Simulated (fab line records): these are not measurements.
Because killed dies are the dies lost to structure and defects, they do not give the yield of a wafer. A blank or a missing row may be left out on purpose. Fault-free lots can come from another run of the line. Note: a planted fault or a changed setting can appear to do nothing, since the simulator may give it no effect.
Comparing a struck lot with a sound one :: flow nand-harc :: 15 out of 1302 route steps
Sound: the wafers L324.2, L324.3, L324.5. The struck wafers were L331.4, L331.5, L331.6. At the end, the cause is stated.
For every step that has rows: the tool of each side, followed by ch and its chambers, followed by its first start. Under that, the readings that differ: sound wafers :: struck wafers :: difference of the means :: sigmas: that difference in standard deviations of wafers without a fault.
alike: readings with means less than 2 such deviations apart, plus words and numbers identical on both sides. not compared: withheld readings, readings lacking a value on some wafer, bounds such as >300 that could conceal the same value, and numbers that have no deviation in the record and whose values overlap.
Wherever a step has rows on one side only, a row that says differs or no value, or a row with sigmas, the two part there. When numbers do not overlap yet have no deviation, they are printed without sigmas and do not part them. A reading missing from all wafers of one side parts the sides only when that side holds two or more wafers.

first, 1 step without rows for these wafers: NHARC_P_ZERO_WELL_HARDBAKE_53 (time 80 s).
NHARC_P_ZERO_WELL_DESCUM_54: chemistry O2, time 3 s.
  sound on rie-diel-13 ch 1,2,3, day 2 21:58; struck on rie-diel-13 ch 2,3, day 5 19:55
  alike: drypump-motor-current-A, oes-product-au, rf-vpp-V, showerhead-plenum-p-Torr, throttle-valve-pct
  not compared: rf-hours-counter-h
then, 5 steps without rows for these wafers: NHARC_P_ZERO_WELL_IMPLANT_55; NHARC_P_ZERO_WELL_IMPLANT_61; NHARC_P_ZERO_WELL_STRIP_56 (strips in SPM, time 840 s); NHARC_P_ZERO_WELL_PRECLEAN_68 (cleans in SC1, time 60 s); NHARC_P_ZERO_WELL_SRD_69.
NHARC_P_ZERO_WELL_RTA_42: time 300 s.
  sound on rtp-anneal-02 ch 0, day 2 23:03; struck on rtp-anneal-01 ch 0, day 5 21:18
reading: lamp-power-pct (%)
sound: 34.9 34.9 34.9
struck: 40.8 40.8 40.8
difference: +5.9
sigmas: +2
  alike: wafer_temp_C_max
NHARC_P_ZERO_WELL_INSPECT_43:
  sound: defect-inspect-01 at day 2 23:38; struck: defect-inspect-02 at day 5 21:40
reading: raw-defect-count
sound: 30 30 16
struck: 13 9 5
difference: -16
sigmas: -3
then, 3 steps without rows for these wafers: NHARC_P_STI_ETCH_26 (etches SiO2 in dHF, target depth 11 nm); NHARC_P_STI_PRECLEAN_27 (cleans in SC1); NHARC_P_STI_SRD_28.
NHARC_P_STI_OXIDE_29: material SiO2, target thk 10 nm, ox time 1362 s.
  sound on furnace-06 ch 0, day 3 03:35; struck on furnace-02 ch 0, day 6 11:10
  alike: spike-tc-lower-C
then, 1 step without rows for these wafers: NHARC_P_STI_HM_DEP_30 (deposits Si3N4, target thk 80 nm, time 873 s).
-- jump in the record: it breaks off in module P_STI and resumes in module END (first step shown: number 1302 of the route), and 22 days separate the struck wafers' starts before and after --
NHARC_END_SORT_01:
  sound on prober-02 ch 0, day 25 12:32; struck on prober-01 ch 0, day 28 13:10
reading: killed-at-array
sound: 32 46 43
struck: 88 70 81
difference: +39
sigmas: +2

reading: killed-dies
sound: 35 48 44
struck: 96 72 83
difference: +41
sigmas: +2
  alike: killed-at-other, killed-at-periphery, killed-open, killed-short

WHERE THEY PART
First at NHARC_P_ZERO_WELL_RTA_42; last, within this record, at NHARC_END_SORT_01.

WHY: what the simulator had put in
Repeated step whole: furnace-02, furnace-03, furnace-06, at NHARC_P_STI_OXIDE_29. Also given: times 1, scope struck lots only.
